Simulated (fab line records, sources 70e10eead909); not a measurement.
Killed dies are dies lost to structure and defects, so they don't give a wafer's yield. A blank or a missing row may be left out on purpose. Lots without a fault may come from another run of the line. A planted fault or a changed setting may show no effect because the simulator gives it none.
fab line records | flow nand_harc
record lots=15 wafers=45 last_day=24
route steps=1159 shown A_CHANNEL_HOLE_D1@487 A_CHANNEL_FILL_D1@494
lots that met no fault: from a run of the same line without faults
start_h: hours from the record's first day to the start of the lot's first wafer shown | wait_h: hours since the lot's step before | " the same as in the row above | L1.1+2: a row that stands for several wafers | - no value, or no start given | * or withheld: withheld | < > ~ a bound
route shown NAME@n: a module of which the file shows steps, and the number in the route of the first | usual: mean/standard deviation of fault-free wafers | same: alike in all rows | chamber/n: place in a boat | sites: the reading at each site | _std_site: their standard deviation | _edge_site: outer sites' mean less inner sites' | radius_mm: how far each site lies from the wafer's centre | mask NAME#n: copy n | behind: the tool/chamber that last shaped the wafer | hold: why the lot was held/for how many hours/how that ended | device: the transistor (n, p or np) that didn't switch | end of line: the same wafers' tests at the end of the route | a step without rows: its recipe alone | killed: dies lost to structure and defects at the first sort, not the wafer's yield | map: a wafer's dies, x killed, . not, _ none there
set.NAME: the setting as run; set.NAME@STEP: as run at that earlier step | model.NAME: the simulator's own value behind a step, which no gauge read
steps of the route over a sample of lots; a table a step, a row a wafer
services: from which hour (start_h, from the record's first day; less than 0 if before it) a tool's chamber was out of use, for how many hours, and why
## steps
# step NHARC_A_CHANNEL_HOLE_D1_CD_MEAS_30
# usual cd_nm=90.2/1.1
# columns lot.wafer tool chamber start_h wait_h cd_nm
L118.2 cd_sem-02 - 190.14 - 91.0
L118.3 " - " " 90.0
L118.4 " - " " 89.4
L117.1 cd_sem-01 - 191.67 - 90.1
L117.2 " - " " 88.4
L117.3 " - " " 89.2
L124.3 cd_sem-03 - 236.10 - 90.8
L124.4 " - " " 91.2
L124.6 " - " " 90.9
L125.3 cd_sem-02 - 237.53 - 90.2
L125.4 " - " " 88.4
L125.6 " - " " 87.8
L127.2 cd_sem-02 - 252.68 - 89.4
L127.4 " - " " 89.2
L127.6 " - " " 89.0
L126.1 cd_sem-03 - 252.73 - 90.7
L126.5 " - " " 91.3
L126.6 " - " " 89.9
L129.3 cd_sem-01 - 258.71 - 91.0
L129.4 " - " " 90.4
L129.5 " - " " 90.9
L128.1 cd_sem-01 - 259.11 - 90.1
L128.4 " - " " 89.4
L128.6 " - " " 91.1
L130.2 cd_sem-01 - 266.27 - 88.7
L130.4 " - " " 89.3
L130.6 " - " " 90.5
L131.1 cd_sem-01 - 273.24 - 89.4
L131.2 " - " " 88.8
L131.4 " - " " 89.6
L135.1 cd_sem-02 - 284.53 - 89.6
L135.2 " - " " 89.8
L135.3 " - " " 89.9
L136.1 cd_sem-02 - 300.66 - 88.4
L136.2 " - " " 88.8
L136.6 " - " " 89.8
L137.1 cd_sem-01 - 304.91 - 90.2
L137.2 " - " " 89.9
L137.3 " - " " 89.6
L139.3 cd_sem-02 - 305.09 - 89.1
L139.4 " - " " 90.0
L139.6 " - " " 90.2
L138.2 cd_sem-01 - 309.07 - 89.8
L138.5 " - " " 91.9
L138.6 " - " " 92.2
# step NHARC_A_CHANNEL_FILL_D1_ALD_14
# recipe target_thk_a=25 pulse_time_s=10 ald_cycles=25 temp_c=300 material=SiO2
# usual heater_power_w=475/40 precursor_pulse_height_rel=0.997/0.019
# columns lot.wafer tool chamber start_h wait_h heater_power_w precursor_pulse_height_rel since_wet_clean_h
L118.3 ald_hk-02 3 200.04 0.0 466 0.965 85
L118.2 " 1 " " 427 0.995 85
L118.4 " 2 " " 496 1.015 85
L117.2 ald_hk-02 3 200.26 0.3 468 0.991 86
L117.1 " 0 " " 533 0.969 86
L117.3 " 2 " " 501 0.989 86
L124.3 ald_hk-04 2 244.20 0.8 438 0.991 48
L124.4 " 3 " " 502 1.008 48
L124.6 " 2 " " 457 1.015 -
L125.4 ald_hk-04 0 244.49 1.1 520 0.993 48
L125.3 " 1 " " 404 0.996 48
L125.6 " 2 " " 436 0.989 -
L127.2 ald_hk-02 1 261.49 1.4 432 1.027 147
L127.4 " 0 " " 538 0.989 147
L127.6 " 1 " " 423 1.005 -
L126.1 ald_hk-02 0 261.72 1.7 525 0.990 147
L126.6 " 0 " " 538 0.983 -
L126.5 " 1 " " 433 1.015 -
L129.4 ald_hk-02 0 267.67 0.0 534 0.984 153
L129.3 " 2 " " 504 0.987 153
L129.5 " 0 " " 527 0.993 -
L128.1 ald_hk-04 1 267.68 0.0 410 1.005 72
L128.4 " 2 " " 452 1.001 72
L128.6 " 2 " " 454 0.969 -
L130.2 ald_hk-04 3 274.36 0.7 506 1.012 78
L130.4 " 1 " " 421 0.981 78
L130.6 " 3 " " 515 0.989 -
L131.1 ald_hk-04 3 280.78 0.3 517 0.992 85
L131.4 " 0 " " 519 0.989 85
L131.2 " 2 " " 460 0.998 85
L135.2 ald_hk-02 0 292.72 0.9 503 1.032 0
L135.3 " 1 " " 460 0.982 0
L135.1 " 3 " " 458 0.994 0
L136.1 ald_hk-04 0 308.08 0.0 507 0.982 112
L136.2 " 2 " " 445 1.029 112
L136.6 " 0 " " 517 0.989 -
L139.4 ald_hk-04 0 323.36 0.0 514 1.020 127
L139.3 " 2 " " 451 0.987 127
L139.6 " 0 " " 520 0.998 -
L137.3 ald_hk-04 2 323.80 0.5 451 1.023 128
L137.2 " 3 " " 506 1.002 128
L137.1 " 1 " " 411 0.977 128
L138.2 ald_hk-04 3 324.31 1.0 514 1.011 128
L138.6 " 2 " " 450 0.952 -
L138.5 " 3 " " 511 1.018 -
# step NHARC_A_CHANNEL_FILL_D1_CVD_18
# recipe target_thk_a=30 temp_c=550 material=poly-Si
# usual spike_tc_bottom_C=570.5/2.7 spike_tc_centre_C=550.3/1.8 zone_power_top_pct=17.0/1.1
# columns lot.wafer tool chamber start_h wait_h spike_tc_bottom_C spike_tc_centre_C zone_power_top_pct
L117.1 lpcvd_poly-04 0 214.90 - 567.1 550.8 17.4
L117.2 " 0 " " 566.4 551.3 17.7
L117.3 " 0 " " 567.1 550.8 17.5
L118.2 lpcvd_poly-04 0 214.90 - 567.2 551.0 17.4
L118.3 " 0 " " 568.4 551.5 17.6
L118.4 " 0 " " 564.5 551.2 17.6
L124.3 lpcvd_poly-04 - 259.29 - - - -
L124.4 " - " " - - -
L124.6 " - " " - - -
L125.3 lpcvd_poly-04 - 259.29 - - - -
L125.4 " - " " - - -
L125.6 " - " " - - -
L126.1 lpcvd_poly-01 - 276.26 - - - -
L126.5 " - " " - - -
L126.6 " - " " - - -
L127.2 lpcvd_poly-01 0 276.26 - 572.2 547.5 15.5
L127.4 " 0 " " 570.2 547.0 15.9
L127.6 " 0 " " 571.1 548.1 15.6
L128.1 lpcvd_poly-03 0 282.53 - 574.6 551.0 17.8
L128.4 " 0 " " 575.3 549.9 18.0
L128.6 " 0 " " 573.6 552.1 18.3
L129.3 lpcvd_poly-03 0 282.53 - 573.3 552.9 17.9
L129.4 " 0 " " 573.1 550.4 18.3
L129.5 " 0 " " 572.3 551.6 17.8
L130.2 lpcvd_poly-03 0 289.49 - 573.2 550.4 18.0
L130.4 " 0 " " 573.0 552.1 17.9
L130.6 " 0 " " 572.0 552.6 18.2
L131.1 lpcvd_poly-03 0 295.76 - 573.2 550.6 18.3
L131.2 " 0 " " 573.9 551.6 18.1
L131.4 " 0 " " 573.0 552.4 18.1
L135.1 lpcvd_poly-04 0 307.78 - 567.9 551.8 17.2
L135.2 " 0 " " 566.6 552.6 17.6
L135.3 " 0 " " 566.8 552.1 17.3
L136.1 lpcvd_poly-03 0 323.09 - 572.0 552.8 17.9
L136.2 " 0 " " 574.0 550.0 18.1
L136.6 " 0 " " 574.1 550.3 18.4
L137.1 lpcvd_poly-01 0 338.29 - 572.6 551.2 15.7
L137.2 " 0 " " 572.0 548.3 15.4
L137.3 " 0 " " 571.6 548.8 15.4
L138.2 lpcvd_poly-01 0 338.29 - 571.5 549.3 15.7
L138.5 " 0 " " 572.7 548.5 15.6
L138.6 " 0 " " 571.7 547.5 15.3
L139.3 lpcvd_poly-01 0 338.29 - 571.9 548.3 15.5
L139.4 " 0 " " 570.3 548.8 15.8
L139.6 " 0 " " 571.2 547.3 15.6
# step NHARC_A_CHANNEL_FILL_D1_ALD_25
# recipe target_thk_a=600 pulse_time_s=10 ald_cycles=600 temp_c=300 material=SiOx
# usual heater_power_w=467/37 precursor_pulse_height_rel=1.001/0.02
# columns lot.wafer tool chamber start_h wait_h heater_power_w precursor_pulse_height_rel since_wet_clean_h
L118.4 ald_hk-02 1 229.12 0.1 440 0.986 116
L118.2 " 2 " " 500 0.996 116
L118.3 " 0 230.95 1.9 538 1.000 117
L117.3 ald_hk-03 2 229.89 0.8 419 1.026 76
L117.1 " 3 " " 470 1.017 76
L117.2 " 0 " " 536 0.984 77
L124.3 ald_hk-03 1 273.15 0.1 436 0.984 119
L124.4 " 3 274.39 1.3 457 1.015 120
L124.6 " 2 276.26 3.2 434 0.991 -
L125.4 ald_hk-02 0 274.37 1.3 542 0.997 161
L125.3 " 1 " " 432 1.021 161
L125.6 " 3 276.22 3.1 473 0.984 -
L127.2 ald_hk-04 2 291.40 1.3 450 1.042 96
L127.4 " 3 " " 501 0.969 97
L127.6 " 1 293.23 3.1 414 0.983 -
L126.1 ald_hk-03 1 292.05 1.9 443 0.982 138
L126.6 " 2 " " 415 1.006 -
L126.5 " 3 " " 457 0.973 -
L128.1 ald_hk-02 2 296.55 0.1 492 1.001 5
L128.4 " 3 " " 461 0.985 6
L128.6 " 3 299.65 3.1 461 0.929 -
L129.4 ald_hk-03 3 297.15 0.7 466 0.983 143
L129.3 " 0 " " 531 1.002 143
L129.5 " 3 299.64 3.2 471 0.990 -
L130.2 ald_hk-03 1 303.70 0.1 434 1.016 149
L130.4 " 0 305.57 1.9 532 0.976 151
L130.6 " 2 306.82 3.2 426 1.008 -
L131.1 ald_hk-04 1 310.25 0.1 411 1.037 115
L131.4 " 2 " " 444 1.002 116
L131.2 " 3 " " 512 1.025 117
L135.1 ald_hk-03 1 321.82 0.1 451 0.996 168
L135.2 " 3 323.06 1.3 458 0.988 169
L135.3 " 0 " " 549 0.984 169
L136.1 ald_hk-03 1 337.65 0.7 450 0.992 3
L136.2 " 2 " " 453 1.019 4
L136.6 " 1 340.11 3.1 457 0.983 -
L137.3 ald_hk-03 3 352.10 0.1 485 1.032 18
L137.2 " 0 " " 511 1.014 18
L137.1 " 1 " " 441 1.013 19
L139.3 ald_hk-04 2 353.11 1.1 448 0.994 158
L139.4 " 3 354.33 2.3 512 0.995 159
L139.6 " 3 359.21 7.2 508 0.983 -
L138.2 ald_hk-02 0 355.36 3.3 505 0.964 64
L138.5 " 1 " " 451 1.028 -
L138.6 " 2 " " 493 0.997 -
## services
# columns tool chamber start_h hours kind
ald_hk-04 0 186.17 10.0 vent_cycle
ald_hk-04 2 186.17 10.0 vent_cycle
ald_hk-04 3 186.17 10.0 vent_cycle
ald_hk-04 0 196.17 - clean
ald_hk-04 1 196.17 - clean
ald_hk-04 2 196.17 - clean
ald_hk-04 3 196.17 - clean
ald_hk-02 - 282.72 10.0 pm
ald_hk-02 0 282.72 10.0 vent_cycle
ald_hk-02 1 282.72 10.0 vent_cycle
ald_hk-02 2 282.72 10.0 vent_cycle
ald_hk-02 3 282.72 10.0 vent_cycle
ald_hk-02 0 292.72 - clean
ald_hk-02 1 292.72 - clean
ald_hk-02 2 292.72 - clean
ald_hk-02 3 292.72 - clean
lpcvd_poly-04 - 314.83 26.0 pm
ald_hk-03 0 325.54 10.0 vent_cycle
ald_hk-03 3 325.54 10.0 vent_cycle
ald_hk-03 0 335.54 - clean
ald_hk-03 1 335.54 - clean
ald_hk-03 2 335.54 - clean
ald_hk-03 3 335.54 - clean
## key
first_sign step=NHARC_A_CHANNEL_FILL_D1_CVD_18 reading=tool_record direction=missing
effect none on later readings
met_at NHARC_A_CHANNEL_FILL_D1_CVD_18
struck_lots L124,L125,L126
later_rows_left_out L124.3,L124.4,L124.6,L125.3,L125.4,L125.6,L126.1,L126.5,L126.6
sort_left_out L124.3,L124.4,L124.6,L125.3,L125.4,L125.6,L126.1,L126.5,L126.6
tester_left_out L124,L125,L126
not_acting_at NHARC_A_CHANNEL_HOLE_D1_CD_MEAS_30,NHARC_A_CHANNEL_FILL_D1_ALD_14,NHARC_A_CHANNEL_FILL_D1_ALD_25
onset_between 214.90 259.29
fault kind=skipped_step_whole tool=lpcvd_poly-01,lpcvd_poly-04 chamber=- onset_h=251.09 steps=NHARC_A_CHANNEL_FILL_D1_CVD_18 scope=struck_lots_only
# tester_left_out: of these lots the tester's yield and bins aren't shown, on N5 and GAA mostly nor the transistor test; their killed dies are dies lost to structure and defects alone, not to doping, threshold or leakage, so they don't give the yield
# sort_left_out: the simulated sort isn't trusted on such a fault, so these wafers' sort isn't shown, and their yield isn't known
# later_rows_left_out: the simulator's readings of these wafers behind a module that went badly wrong aren't trusted and aren't shown, but for the sort
